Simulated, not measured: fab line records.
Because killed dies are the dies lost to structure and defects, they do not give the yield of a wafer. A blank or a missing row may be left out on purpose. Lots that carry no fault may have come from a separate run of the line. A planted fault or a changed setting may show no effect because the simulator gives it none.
Split-lot experiment + flow n5 finfet + 7 lots, 21 wafers read, on a route of 1938 steps

== THE SPLIT ==
At N5_ZERO_LAYER_ETCH_18 (etches Si in HBr/Cl2, target depth 120 nm, time 40 s), the setting bias w was moved away from the recipe's 75 W on 4 of the 21 wafers read, by -16.8% to +11.4%. This setting was run at the recipe's value on the other wafers.

The split's own step is where the reading is taken.

== THE READING ==
ZERO_LAYER.feature depth nm (the simulator's own value, which no gauge read), in nm, at N5_ZERO_LAYER_ETCH_18 (etches Si in HBr/Cl2, target depth 120 nm, time 40 s). No usual value for it is given in the file. Here, 17 wafers ran the recipe; their average is 119.9 nm with a standard deviation of 0.86 nm.

| wafer  | tool, chamber at the split | bias w as run, W | against the recipe | ZERO_LAYER.feature depth nm, nm | against lot-mates on the recipe |
|--------|----------------------------|------------------|--------------------|---------------------------------|---------------------------------|
| L076.1 | rie si-03, 0               | 75               | recipe             | 120                             | -                               |
| L076.5 | rie si-03, 2               | 75               | recipe             | 119.5                           | -                               |
| L076.6 | rie si-03, 3               | 62.41            | -16.8%             | 114.8                           | -5.0                            |
| L080.4 | rie si-06, 0               | 75               | recipe             | 119.6                           | -                               |
| L080.5 | rie si-06, 1               | 75               | recipe             | 120                             | -                               |
| L080.6 | rie si-06, 2               | 75               | recipe             | 120.7                           | -                               |
| L082.3 | rie si-01, 3               | 68.03            | -9.3%              | 115.8                           | -2.9                            |
| L082.4 | rie si-01, 0               | 75               | recipe             | 118.3                           | -                               |
| L082.6 | rie si-01, 1               | 75               | recipe             | 119.1                           | -                               |
| L083.3 | rie si-01, 3               | 75               | recipe             | 119.1                           | -                               |
| L083.4 | rie si-01, 1               | 75               | recipe             | 120.8                           | -                               |
| L083.5 | rie si-01, 1               | 83.52            | +11.4%             | 123.4                           | +3.5                            |
| L084.1 | rie si-01, 1               | 75               | recipe             | 121.4                           | -                               |
| L084.3 | rie si-01, 3               | 69.05            | -7.9%              | 118.8                           | -2.1                            |
| L084.6 | rie si-01, 0               | 75               | recipe             | 120.4                           | -                               |
| L085.1 | rie si-01, 2               | 75               | recipe             | 119.9                           | -                               |
| L085.3 | rie si-01, 0               | 75               | recipe             | 120.5                           | -                               |
| L085.6 | rie si-01, 1               | 75               | recipe             | 120.4                           | -                               |
| L096.3 | rie si-03, 3               | 75               | recipe             | 119.2                           | -                               |
| L096.5 | rie si-03, 1               | 75               | recipe             | 118.5                           | -                               |
| L096.6 | rie si-03, 0               | 75               | recipe             | 121.1                           | -                               |

THE FIT
A straight line over all 21 wafers: ZERO_LAYER.feature depth nm changes by +0.308 nm for each +1% of bias w; r = +0.87; the points scatter about the line by 0.91 nm.
The same after taking each lot's own level away (the mean of its wafers on the recipe; 21 wafers): +0.297 nm for each +1%; r = +0.93; scatter 0.6 nm.
According to that fit, moving bias w by its largest amount changes the reading by 5 nm.
The lots' own levels span 118.70 to 120.90 nm, that is 2.6 times the standard deviation above.
The two slopes are in agreement: the lot-to-lot level therefore moves the slope only a little.
Check: -4.99 nm against its lot-mates is what the line predicts for one of the wafers moved furthest among these (-16.8%) when that wafer is left out of the fit. It came out at -4.95 nm against them.

== ADDITIONAL SPLITS CARRIED BY THESE WAFERS ==
These wafers also went through other splits before the reading. Each is held against what the fit with the lots' levels taken away leaves over:
| other split on the same wafers  | wafers away from the commonest value | r with ZERO_LAYER.feature depth nm (lot level and that fit taken away) |
|---------------------------------|--------------------------------------|------------------------------------------------------------------------|
| N5_ZERO_LAYER_EXPOSE_08 dose mj | 9                                    | +0.31                                                                  |

== THE WHOLE CHAIN: every reading that the file lists as answering this split, in the file's order ==
| step                  | what it does                                         | reading                                                                      | change (the file's fit)               | r (the file's) |
|-----------------------|------------------------------------------------------|------------------------------------------------------------------------------|---------------------------------------|----------------|
| N5_ZERO_LAYER_ETCH_18 | etches Si in HBr/Cl2, target depth 120 nm, time 40 s | etch.depth nm (the simulator's own value, which no gauge read)               | +0.295 nm for each +1% of the setting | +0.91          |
| N5_ZERO_LAYER_ETCH_18 | etches Si in HBr/Cl2, target depth 120 nm, time 40 s | ZERO_LAYER.feature depth nm (the simulator's own value, which no gauge read) | +0.295 nm for each +1% of the setting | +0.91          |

== FILE'S OWN FIT ==
ZERO_LAYER.feature depth nm changes by +0.295 nm for each +1% of bias w, r = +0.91.
